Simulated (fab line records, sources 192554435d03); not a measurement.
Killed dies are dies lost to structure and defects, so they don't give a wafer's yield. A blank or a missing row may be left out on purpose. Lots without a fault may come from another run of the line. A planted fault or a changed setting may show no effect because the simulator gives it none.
A struck lot beside a sound one | flow n5_finfet | 16 steps out of a route of 1938
Sound: wafers L199.2, L199.3, L199.4. Struck: wafer L203.1. (L203.4 of the same lot was not struck and is left out.) The cause comes at the end.
At each step with rows: each side's tool, then ch and its chambers, then its first start. Under that, the readings that differ: sound wafers | struck wafers | difference of the means | sigmas: that difference in standard deviations of wafers without a fault.
alike: readings whose means differ by less than 2 such deviations, and words and numbers that are the same on both sides. not compared: withheld readings, readings that some wafer has no value for, bounds like >300 that may hide the same value, and numbers for which the record gives no deviation and whose values overlap.
The two part at a step that has a row with sigmas, a row that says differs or no value, or rows on one side only. Numbers that don't overlap but have no deviation are shown without sigmas and don't part them. A reading that every wafer of one side lacks parts them only if that side has two wafers or more.

first, 9 steps without rows for these wafers: N5_BEOL_M3_COAT_67 (time 60 s, resist thk 60 nm); N5_BEOL_M3_COAT_68 (time 60 s, resist thk 12 nm); N5_BEOL_M3_COAT_76 (time 60 s, resist thk 5 nm); N5_BEOL_M3_COAT_22 (resist thk 30 nm); N5_BEOL_M3_EBR_24; N5_BEOL_M3_SOFTBAKE_23 (time 60 s); N5_BEOL_M3_EXPOSE_25 (exposes mask V2, defocus 5 nm); N5_BEOL_M3_PEB_26 (peb time 60 s); N5_BEOL_M3_DEVELOP_27 (develop time 30 s).
N5_BEOL_M3_CD_MEAS_28: target cd 25.7 nm, target cd y 23.3 nm.
  sound on cd_sem-01 ch 0, day 7 22:07; struck on cd_sem-02 ch 0, day 8 21:25
  alike: cd_nm
N5_BEOL_M3_OVL_MEAS_29:
  sound on overlay-02 ch 0, day 7 22:08; struck on overlay-02 ch 0, day 8 21:27
  reading     | sound       | struck | difference | sigmas
  V2_OVL (nm) | 1.0 0.9 0.9 | -1.0   | -1.9       | -3
N5_BEOL_M3_INSPECT_30: inspects for defects (brightfield).
  sound on defect_inspect-02, day 7 22:11; struck on defect_inspect-02, day 8 21:30
  alike: raw_defect_count
N5_BEOL_M3_DESCUM_33: chemistry O2, time 7 s.
  sound on rie_diel-02 ch 1,2,3, day 7 22:14; struck on rie_diel-02 ch 1, day 8 21:32
  reading                                      | sound      | struck | difference | sigmas
  model.CAR-EUV_of_BEOL_M3_COAT_22.thk_nm (nm) | 26 26.2 26 | 26.4   | +0.3       |
  alike: drypump_motor_current_A, oes_product_au, rf_vpp_V, showerhead_plenum_p_Torr, throttle_valve_pct
  not compared: rf_fwd_power_W, rf_hours_counter_h
N5_BEOL_M3_ETCH_77: etches underlayer in N2/H2, target depth 6.5 nm, time 5.2 s.
  sound on rie_diel-02 ch 1,2,3, day 7 22:16; struck on rie_diel-02 ch 1, day 8 21:34
  alike: drypump_motor_current_A, etch_rf_on_time_s, oes_product_au, rf_fwd_power_W, rf_vpp_V, showerhead_plenum_p_Torr, throttle_valve_pct
  not compared: rf_hours_counter_h
N5_BEOL_M4_RC_MEAS_101:
  sound on prober-01 ch 0, day 8 19:01; struck on prober-01 ch 0, day 10 00:03
  reading       | sound          | struck | difference | sigmas
  SS_P (mV/dec) | 73.5 73.0 72.7 | 75.1   | +2.0       | +2
  alike: DIBL_N, DIBL_P, IOFF_N, IOFF_P, ION_N, ION_P, SS_N, VT_N, VT_P
then, 1 step without rows for these wafers: N5_PASSIVATION_PROBE_49.

WHERE THEY PART
First at N5_BEOL_M3_OVL_MEAS_29; last, within this record, at N5_BEOL_M4_RC_MEAS_101.

WHY: what the simulator had put in
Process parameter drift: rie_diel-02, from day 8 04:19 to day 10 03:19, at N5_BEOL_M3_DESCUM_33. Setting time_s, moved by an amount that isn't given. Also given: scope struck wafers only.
